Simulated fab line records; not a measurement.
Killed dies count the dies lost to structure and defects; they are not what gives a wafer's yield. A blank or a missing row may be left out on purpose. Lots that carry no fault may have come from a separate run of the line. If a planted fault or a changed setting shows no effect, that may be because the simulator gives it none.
fab line records	flow nand-harc
record: lots: 24	wafers: 72	last-day: 25
route steps=1159 shown P_CONTACT@246 P_M0@279 P_M1@296
lots untouched by any fault: they come from a run of this same line in which no faults occurred
start-h: hours from the record's first day to the start of the lot's first wafer shown	wait-h: hours elapsed since this lot's preceding step	" the same as in the row above	L1.1+2: a row that stands for several wafers	- value missing, or start not given	* or withheld: withheld	< > ~ a bound
route shown NAME@n: names a module that has steps shown in the file, with the first one's number in the route	usual: average and standard deviation across the fault-free wafers	same: alike in all rows	chamber/n: place in a boat	sites: each site's reading	_std_site: their standard deviation	_edge_site: the outer-site mean with the inner-site mean subtracted	radius-mm: for every site, how far away it sits from the centre of the wafer	mask NAME#n: copy n	behind: the last tool/chamber to shape the wafer	hold: reason for holding the lot/hours on hold/outcome of the hold	device: which transistor (n, p or np) failed to switch	end of line: the route-end tests of the same wafers	a step without rows: its recipe alone	killed: at the first sort, the dies lost to defects and structure; wafer yield is something else	map: per-die view of a wafer (x killed, . not killed, _ where there is no die)
set.NAME: the setting the step ran with; set.NAME@STEP: the setting that earlier step ran with	model.NAME: the simulator's own value behind a step, which no gauge read
the route's steps for a sample of lots (tables are steps, rows are wafers)
services: the hour from which a tool's chamber was out of use, counted from the record's first day as start-h (under 0 if before that day), plus the number of hours and why
== steps ==
step: NHARC_P_CONTACT_PVD_32
recipe: target-thk-a: 50	chamber-pressure-pa: 5	power-w: 5000	substrate-temp-c: 200	time-s: 17.7	material: Ti
usual: throttle-valve-pct: 30.3/1.1
lot.wafer	tool	chamber	start-h	wait-h	throttle-valve-pct
L074.2	pvd-sputter-02	-	-	-	28.8
L074.3	"	-	"	"	30.9
L074.5	"	-	"	"	30.8
L075.3	pvd-sputter-03	-	-	-	28.6
L075.4	"	-	"	"	32.1
L075.2	"	-	"	"	31.9
L077.2	pvd-sputter-02	-	-	-	30.5
L077.3	"	-	"	"	30.1
L077.6	"	-	"	"	29.2
L076.1	pvd-sputter-01	-	-	-	29.6
L076.3	"	-	"	"	30.1
L076.6	"	-	"	"	29.7
L078.3	pvd-sputter-02	-	-	-	31.0
L078.1	"	-	"	"	30.4
L078.5	"	-	"	"	30.7
L079.1	pvd-sputter-03	-	-	-	31.9
L079.6	"	-	"	"	31.4
L079.5	"	-	"	"	32.1
L080.4	pvd-sputter-03	-	-	-	31.3
L080.5	"	-	"	"	28.8
L080.6	"	-	"	"	32.2
L081.4	pvd-sputter-03	-	-	-	31.5
L081.3	"	-	"	"	32.1
L081.6	"	-	"	"	32.3
L082.4	pvd-sputter-02	-	-	-	29.3
L082.1	"	-	"	"	30.7
L082.5	"	-	"	"	29.8
L084.4	pvd-sputter-03	-	-	-	28.9
L084.3	"	-	"	"	31.2
L084.6	"	-	"	"	32.0
L083.1	pvd-sputter-03	-	-	-	28.4
L083.2	"	-	"	"	32.2
L083.6	"	-	"	"	32.1
L086.2	pvd-sputter-02	-	-	-	30.9
L086.3	"	-	"	"	29.4
L086.5	"	-	"	"	30.8
L087.4	pvd-sputter-01	-	-	-	30.0
L087.5	"	-	"	"	29.4
L087.6	"	-	"	"	30.3
L085.2	pvd-sputter-02	-	-	-	29.6
L085.3	"	-	"	"	29.0
L085.6	"	-	"	"	29.1
L088.2	pvd-sputter-03	-	-	-	31.1
L088.4	"	-	"	"	28.7
L088.5	"	-	"	"	31.7
L089.1	pvd-sputter-01	-	-	-	29.0
L089.4	"	-	"	"	29.9
L089.3	"	-	"	"	29.1
L091.4	pvd-sputter-02	-	-	-	29.1
L091.6	"	-	"	"	29.1
L091.5	"	-	"	"	30.8
L090.3	pvd-sputter-01	-	-	-	29.9
L090.5	"	-	"	"	29.0
L090.6	"	-	"	"	30.6
L092.4	pvd-sputter-03	-	-	-	32.1
L092.3	"	-	"	"	28.5
L092.6	"	-	"	"	28.4
L094.4	pvd-sputter-01	-	-	-	29.2
L094.5	"	-	"	"	30.2
L094.6	"	-	"	"	29.0
L093.1	pvd-sputter-02	-	-	-	29.4
L093.3	"	-	"	"	30.8
L093.4	"	-	"	"	30.0
L095.1	pvd-sputter-01	-	-	-	30.5
L095.6	"	-	"	"	29.9
L095.5	"	-	"	"	29.2
L097.3	pvd-sputter-02	-	-	-	29.3
L097.1	"	-	"	"	30.6
L097.6	"	-	"	"	30.7
L096.1	pvd-sputter-02	-	-	-	30.7
L096.2	"	-	"	"	30.9
L096.4	"	-	"	"	29.4
step: NHARC_P_M0_THK_MEAS_24
recipe: thk-meas-gauge: xrf
usual: thk-nm: 117.1/1.5
lot.wafer	tool	chamber	start-h	wait-h	thk-nm
L074.2	film-metro-01	-	118.75	-	114.4
L074.3	"	-	"	"	116.0
L074.5	"	-	"	"	115.5
L075.2	film-metro-01	-	132.53	-	117.7
L075.3	"	-	"	"	118.4
L075.4	"	-	"	"	116.7
L077.2	film-metro-02	-	134.54	-	117.6
L077.3	"	-	"	"	116.7
L077.6	"	-	"	"	117.3
L076.1	film-metro-01	-	134.73	-	116.5
L076.3	"	-	"	"	115.6
L076.6	"	-	"	"	116.8
L078.1	film-metro-02	-	144.34	-	116.8
L078.3	"	-	"	"	117.4
L078.5	"	-	"	"	115.9
L079.1	film-metro-01	-	156.87	-	117.1
L079.5	"	-	"	"	117.6
L079.6	"	-	"	"	113.3
L080.4	film-metro-01	-	162.07	-	116.4
L080.5	"	-	"	"	117.4
L080.6	"	-	"	"	118.4
L081.3	film-metro-02	-	162.39	-	119.9
L081.4	"	-	"	"	116.8
L081.6	"	-	"	"	116.6
L082.1	film-metro-02	-	166.87	-	117.6
L082.4	"	-	"	"	116.7
L082.5	"	-	"	"	117.0
L084.3	film-metro-01	-	172.05	-	113.0
L084.4	"	-	"	"	117.5
L084.6	"	-	"	"	118.7
L083.1	film-metro-01	-	175.94	-	117.6
L083.2	"	-	"	"	118.4
L083.6	"	-	"	"	117.9
L086.2	film-metro-02	-	197.24	-	120.5
L086.3	"	-	"	"	115.1
L086.5	"	-	"	"	116.0
L087.4	film-metro-02	-	198.24	-	117.0
L087.5	"	-	"	"	116.4
L087.6	"	-	"	"	118.0
L085.2	film-metro-01	-	198.53	-	114.8
L085.3	"	-	"	"	118.3
L085.6	"	-	"	"	113.8
L088.2	film-metro-02	-	207.98	-	116.8
L088.4	"	-	"	"	117.8
L088.5	"	-	"	"	118.2
L089.1	film-metro-02	-	214.08	-	116.3
L089.3	"	-	"	"	118.0
L089.4	"	-	"	"	116.7
L091.4	film-metro-01	-	219.44	-	114.1
L091.5	"	-	"	"	115.5
L091.6	"	-	"	"	114.6
L090.3	film-metro-01	-	220.77	-	116.2
L090.5	"	-	"	"	117.6
L090.6	"	-	"	"	115.9
L092.3	film-metro-02	-	226.05	-	117.8
L092.4	"	-	"	"	118.9
L092.6	"	-	"	"	118.2
L094.4	film-metro-01	-	231.48	-	118.2
L094.5	"	-	"	"	117.2
L094.6	"	-	"	"	117.3
L093.1	film-metro-02	-	233.17	-	118.6
L093.3	"	-	"	"	116.6
L093.4	"	-	"	"	116.2
L095.1	film-metro-02	-	243.59	-	117.7
L095.5	"	-	"	"	119.3
L095.6	"	-	"	"	118.9
L097.1	film-metro-01	-	257.60	-	115.1
L097.3	"	-	"	"	119.0
L097.6	"	-	"	"	117.8
L096.1	film-metro-01	-	258.38	-	115.9
L096.2	"	-	"	"	116.0
L096.4	"	-	"	"	115.7
step: NHARC_P_M0_PRE_CLEAN_31
recipe: time-s: 12	temp-c: 370	rf-power-w: 300	gas: NH3
usual: heater-power-w: 663/62
lot.wafer	tool	chamber	start-h	wait-h	heater-power-w
L074.3	pecvd-01	1	118.99	0.1	716
L074.2	"	2	"	"	568
L074.5	"	1	"	"	710
L075.3	pecvd-03	0	132.75	0.1	749
L075.2	"	2	"	"	732
L075.4	"	0	"	"	729
L077.2	pecvd-02	0	134.77	0.1	589
L077.3	"	2	"	"	697
L077.6	"	0	"	"	601
L076.3	pecvd-01	0	134.95	0.1	637
L076.1	"	2	"	"	572
L076.6	"	0	"	"	629
L078.1	pecvd-01	0	144.65	0.1	608
L078.3	"	1	"	"	651
L078.5	"	1	"	"	645
L079.1	pecvd-03	1	157.10	0.1	642
L079.6	"	0	"	"	698
L079.5	"	2	"	"	685
L080.6	pecvd-03	0	162.33	0.1	673
L080.4	"	1	"	"	702
L080.5	"	2	"	"	652
L081.3	pecvd-03	0	162.64	0.1	730
L081.6	"	0	"	"	739
L081.4	"	1	"	"	691
L082.1	pecvd-03	0	167.12	0.1	639
L082.4	"	1	"	"	639
L082.5	"	2	"	"	610
L084.3	pecvd-01	1	172.30	0.1	615
L084.4	"	2	"	"	594
L084.6	"	0	"	"	621
L083.2	pecvd-01	1	176.17	0.1	575
L083.1	"	0	"	"	631
L083.6	"	1	"	"	580
L086.2	pecvd-03	2	197.57	0.2	741
L086.3	"	0	"	"	638
L086.5	"	1	"	"	733
L087.4	pecvd-03	0	198.72	0.3	748
L087.6	"	1	"	"	671
L087.5	"	2	"	"	724
L085.2	pecvd-02	1	198.76	0.1	613
L085.3	"	2	"	"	786
L085.6	"	1	"	"	614
L088.2	pecvd-02	0	208.21	0.1	583
L088.5	"	0	"	"	595
L088.4	"	1	"	"	616
L089.3	pecvd-02	1	214.31	0.1	648
L089.1	"	0	"	"	582
L089.4	"	2	"	"	744
L091.6	pecvd-02	2	219.71	0.1	792
L091.5	"	0	"	"	626
L091.4	"	1	"	"	557
L090.3	pecvd-03	2	221.05	0.1	739
L090.6	"	0	"	"	720
L090.5	"	2	"	"	728
L092.3	pecvd-03	1	226.27	0.1	653
L092.6	"	2	"	"	729
L092.4	"	0	"	"	675
L094.5	pecvd-03	1	231.74	0.1	745
L094.6	"	2	"	"	710
L094.4	"	0	"	"	736
L093.3	pecvd-01	1	233.45	0.1	624
L093.1	"	0	"	"	628
L093.4	"	0	"	"	635
L095.1	pecvd-03	0	243.83	0.1	714
L095.5	"	2	"	"	636
L095.6	"	0	"	"	708
L097.1	pecvd-01	1	257.84	0.1	699
L097.3	"	2	"	"	614
L097.6	"	0	"	"	631
L096.1	pecvd-01	1	258.60	0.1	659
L096.2	"	0	"	"	637
L096.4	"	0	"	"	641
step: NHARC_P_M1_OVL_MEAS_10
recipe: pitch-nm: 260
usual: overlay-x-nm: -0.1/0.81	overlay-y-nm: 0.0/0.82
lot.wafer	tool	chamber	start-h	wait-h	overlay-x-nm	overlay-y-nm
L074.2	overlay-01	-	120.37	-	1.1	-1.1
L074.3	"	-	"	"	0.3	-1.1
L074.5	"	-	"	"	0.6	-1.0
L075.2	overlay-01	-	134.17	-	0.8	-0.8
L075.3	"	-	"	"	0.8	-0.4
L075.4	"	-	"	"	0.2	-0.4
L077.2	overlay-01	-	136.17	-	0.9	-0.4
L077.3	"	-	"	"	1.2	-0.6
L077.6	"	-	"	"	0.1	-0.5
L076.1	overlay-02	-	136.37	-	0.1	0.7
L076.3	"	-	"	"	0.0	0.5
L076.6	"	-	"	"	0.4	0.2
L078.1	overlay-01	-	146.10	-	0.8	0.6
L078.3	"	-	"	"	-0.1	0.5
L078.5	"	-	"	"	0.2	-0.1
L079.1	overlay-01	-	158.64	-	-1.4	0.4
L079.5	"	-	"	"	-1.8	0.8
L079.6	"	-	"	"	-1.7	-0.2
L080.4	overlay-02	-	163.69	-	0.4	0.2
L080.5	"	-	"	"	0.6	-0.2
L080.6	"	-	"	"	0.4	-0.3
L081.3	overlay-02	-	164.04	-	-0.6	2.2
L081.4	"	-	"	"	-0.4	1.8
L081.6	"	-	"	"	0.3	1.8
L082.1	overlay-01	-	168.52	-	1.7	-0.7
L082.4	"	-	"	"	1.4	-0.4
L082.5	"	-	"	"	0.8	-0.8
L084.3	overlay-01	-	173.68	-	-0.2	0.1
L084.4	"	-	"	"	-0.1	-0.1
L084.6	"	-	"	"	0.0	-0.1
L083.1	overlay-01	-	177.58	-	0.3	-0.1
L083.2	"	-	"	"	0.2	0.4
L083.6	"	-	"	"	0.2	-0.3
L086.2	overlay-01	-	198.82	-	-0.5	0.3
L086.3	"	-	"	"	-0.1	0.5
L086.5	"	-	"	"	-0.1	0.3
L087.4	overlay-02	-	199.95	-	-1.0	-0.7
L087.5	"	-	"	"	-0.4	-0.2
L087.6	"	-	"	"	-1.3	0.2
L085.2	overlay-02	-	200.04	-	-1.0	0.2
L085.3	"	-	"	"	-0.7	0.1
L085.6	"	-	"	"	-0.7	0.5
L088.2	overlay-02	-	209.60	-	-1.5	0.9
L088.4	"	-	"	"	-0.7	1.0
L088.5	"	-	"	"	-0.9	0.8
L089.1	overlay-02	-	215.59	-	0.5	1.3
L089.3	"	-	"	"	1.0	1.3
L089.4	"	-	"	"	0.3	1.1
L091.4	overlay-01	-	221.22	-	-0.1	-0.5
L091.5	"	-	"	"	-0.5	-0.8
L091.6	"	-	"	"	0.1	-0.8
L090.3	overlay-01	-	222.81	-	-1.6	-0.9
L090.5	"	-	"	"	-0.9	-0.6
L090.6	"	-	"	"	-1.3	-1.3
L092.3	overlay-02	-	227.69	-	0.9	-1.4
L092.4	"	-	"	"	1.0	-1.0
L092.6	"	-	"	"	0.7	-0.7
L094.4	overlay-02	-	233.12	-	-0.2	0.2
L094.5	"	-	"	"	0.0	-0.7
L094.6	"	-	"	"	0.1	0.4
L093.1	overlay-01	-	234.87	-	-1.0	-0.8
L093.3	"	-	"	"	-1.2	-1.1
L093.4	"	-	"	"	-1.5	-1.1
L095.1	overlay-02	-	245.23	-	0.0	1.2
L095.5	"	-	"	"	-0.1	1.1
L095.6	"	-	"	"	-0.4	1.4
L097.1	overlay-02	-	259.40	-	-0.5	-0.7
L097.3	"	-	"	"	-0.4	-0.7
L097.6	"	-	"	"	-0.9	-0.7
L096.1	overlay-01	-	260.02	-	-0.8	0.7
L096.2	"	-	"	"	-0.6	0.4
L096.4	"	-	"	"	-0.8	0.2
step: NHARC_P_M1_DEGAS_29
recipe: temp-c: 250	time-s: 60
usual: heater-power-w: 351/41
lot.wafer	tool	chamber	start-h	wait-h	heater-power-w
L074.2	pvd-sputter-01	-	121.49	-	317
L074.3	"	-	"	"	340
L074.5	"	-	"	"	352
L075.4	pvd-sputter-02	-	135.28	-	298
L075.3	"	-	"	"	377
L075.2	"	-	"	"	342
L077.2	pvd-sputter-03	-	137.30	-	371
L077.3	"	-	"	"	266
L077.6	"	-	"	"	360
L076.3	pvd-sputter-02	-	137.50	-	378
L076.1	"	-	"	"	302
L076.6	"	-	"	"	372
L078.1	pvd-sputter-01	-	147.25	-	329
L078.3	"	-	"	"	349
L078.5	"	-	"	"	363
L079.1	pvd-sputter-02	-	159.76	-	431
L079.6	"	-	"	"	421
L079.5	"	-	"	"	381
L080.4	pvd-sputter-02	-	164.82	-	382
L080.5	"	-	"	"	374
L080.6	"	-	"	"	338
L081.3	pvd-sputter-02	-	165.16	-	360
L081.4	"	-	"	"	339
L081.6	"	-	"	"	436
L082.4	pvd-sputter-01	-	169.64	-	340
L082.1	"	-	"	"	360
L082.5	"	-	"	"	323
L084.4	pvd-sputter-02	-	174.81	-	332
L084.3	"	-	"	"	367
L084.6	"	-	"	"	298
L083.2	pvd-sputter-02	-	178.70	-	429
L083.1	"	-	"	"	378
L083.6	"	-	"	"	422
L086.2	pvd-sputter-01	-	199.97	-	348
L086.3	"	-	"	"	364
L086.5	"	-	"	"	340
L087.4	pvd-sputter-03	-	201.10	-	338
L087.5	"	-	"	"	350
L087.6	"	-	"	"	370
L085.2	pvd-sputter-02	-	201.21	-	330
L085.3	"	-	"	"	301
L085.6	"	-	"	"	337
L088.4	pvd-sputter-02	-	210.71	-	429
L088.2	"	-	"	"	306
L088.5	"	-	"	"	379
L089.4	pvd-sputter-01	-	216.71	-	363
L089.3	"	-	"	"	333
L089.1	"	-	"	"	339
L091.4	pvd-sputter-01	-	222.51	-	335
L091.6	"	-	"	"	327
L091.5	"	-	"	"	353
L090.3	pvd-sputter-03	-	224.05	-	266
L090.5	"	-	"	"	273
L090.6	"	-	"	"	336
L092.3	pvd-sputter-02	-	228.88	-	350
L092.4	"	-	"	"	310
L092.6	"	-	"	"	302
L094.4	pvd-sputter-01	-	234.24	-	356
L094.5	"	-	"	"	367
L094.6	"	-	"	"	316
L093.4	pvd-sputter-02	-	236.00	-	307
L093.1	"	-	"	"	452
L093.3	"	-	"	"	346
L095.1	pvd-sputter-01	-	246.49	-	341
L095.6	"	-	"	"	341
L095.5	"	-	"	"	360
L097.1	pvd-sputter-01	-	260.54	-	323
L097.3	"	-	"	"	346
L097.6	"	-	"	"	331
L096.4	pvd-sputter-02	-	261.16	-	338
L096.1	"	-	"	"	304
L096.2	"	-	"	"	378
step: NHARC_P_M1_PVD_21
recipe: target-thk-a: 300	chamber-pressure-pa: 5	power-w: 5000	substrate-temp-c: 30	time-s: 20.49	material: Cu
usual: throttle-valve-pct: 30.0/0.88
lot.wafer	tool	chamber	start-h	wait-h	throttle-valve-pct
L074.3	pvd-sputter-01	-	-	-	30.2
L074.2	"	-	"	"	29.2
L074.5	"	-	"	"	30.4
L075.2	pvd-sputter-02	-	-	-	29.6
L075.4	"	-	"	"	30.8
L075.3	"	-	"	"	30.3
L077.3	pvd-sputter-03	-	-	-	32.1
L077.2	"	-	"	"	28.7
L077.6	"	-	"	"	31.9
L076.3	pvd-sputter-02	-	-	-	30.3
L076.1	"	-	"	"	29.7
L076.6	"	-	"	"	30.1
L078.3	pvd-sputter-01	-	-	-	29.7
L078.1	"	-	"	"	29.2
L078.5	"	-	"	"	29.5
L079.1	pvd-sputter-02	-	-	-	29.4
L079.6	"	-	"	"	29.4
L079.5	"	-	"	"	29.2
L080.4	pvd-sputter-02	-	-	-	28.9
L080.5	"	-	"	"	30.9
L080.6	"	-	"	"	30.2
L081.4	pvd-sputter-02	-	-	-	31.2
L081.3	"	-	"	"	29.2
L081.6	"	-	"	"	30.4
L082.4	pvd-sputter-01	-	-	-	29.3
L082.1	"	-	"	"	30.0
L082.5	"	-	"	"	30.4
L084.4	pvd-sputter-02	-	-	-	29.0
L084.3	"	-	"	"	30.2
L084.6	"	-	"	"	29.3
L083.1	pvd-sputter-02	-	-	-	30.2
L083.2	"	-	"	"	29.4
L083.6	"	-	"	"	30.2
L086.3	pvd-sputter-01	-	-	-	30.1
L086.2	"	-	"	"	30.6
L086.5	"	-	"	"	29.3
L087.4	pvd-sputter-03	-	-	-	28.5
L087.5	"	-	"	"	32.2
L087.6	"	-	"	"	28.9
L085.3	pvd-sputter-02	-	-	-	29.2
L085.2	"	-	"	"	30.7
L085.6	"	-	"	"	29.7
L088.4	pvd-sputter-02	-	-	-	30.4
L088.2	"	-	"	"	29.0
L088.5	"	-	"	"	30.5
L089.4	pvd-sputter-01	-	-	-	29.1
L089.1	"	-	"	"	30.5
L089.3	"	-	"	"	29.1
L091.4	pvd-sputter-01	-	-	-	29.2
L091.5	"	-	"	"	30.4
L091.6	"	-	"	"	29.1
L090.3	pvd-sputter-03	-	-	-	31.9
L090.5	"	-	"	"	31.2
L090.6	"	-	"	"	32.1
L092.4	pvd-sputter-02	-	-	-	29.1
L092.3	"	-	"	"	30.8
L092.6	"	-	"	"	29.5
L094.4	pvd-sputter-01	-	-	-	29.1
L094.5	"	-	"	"	30.0
L094.6	"	-	"	"	29.1
L093.1	pvd-sputter-02	-	-	-	30.4
L093.4	"	-	"	"	29.6
L093.3	"	-	"	"	30.7
L095.1	pvd-sputter-01	-	-	-	30.1
L095.5	"	-	"	"	29.7
L095.6	"	-	"	"	29.0
L097.1	pvd-sputter-01	-	-	-	29.2
L097.3	"	-	"	"	30.2
L097.6	"	-	"	"	30.3
L096.4	pvd-sputter-02	-	-	-	30.7
L096.2	"	-	"	"	31.2
L096.1	"	-	"	"	29.3
== services ==
tool	chamber	start-h	hours	kind
pvd-sputter-01	-	92.78	1.2	repair
pvd-sputter-03	-	102.00	10.0	pm
pvd-sputter-01	-	110.22	2.5	repair
pecvd-03	-	111.23	13.0	pm
pecvd-03	0	111.23	13.0	vent-cycle
pecvd-03	1	111.23	13.0	vent-cycle
pecvd-03	2	111.23	13.0	vent-cycle
pecvd-03	0	124.23	-	clean
pecvd-03	1	124.23	-	clean
pecvd-03	2	124.23	-	clean
pecvd-01	2	136.79	23.4	repair
pecvd-03	1	140.82	4.3	repair
pecvd-02	-	153.07	13.0	pm
pvd-sputter-01	-	158.03	10.0	pm
pecvd-01	-	177.81	1.9	repair
pvd-sputter-02	-	214.04	10.0	pm
pecvd-01	-	237.20	13.0	pm
pecvd-01	0	237.20	13.0	vent-cycle
pecvd-01	1	237.20	13.0	vent-cycle
pecvd-01	2	237.20	13.0	vent-cycle
pvd-sputter-03	-	246.26	15.1	repair
pecvd-01	0	250.20	-	clean
pecvd-01	1	250.20	-	clean
pecvd-01	2	250.20	-	clean
== key ==
fault none
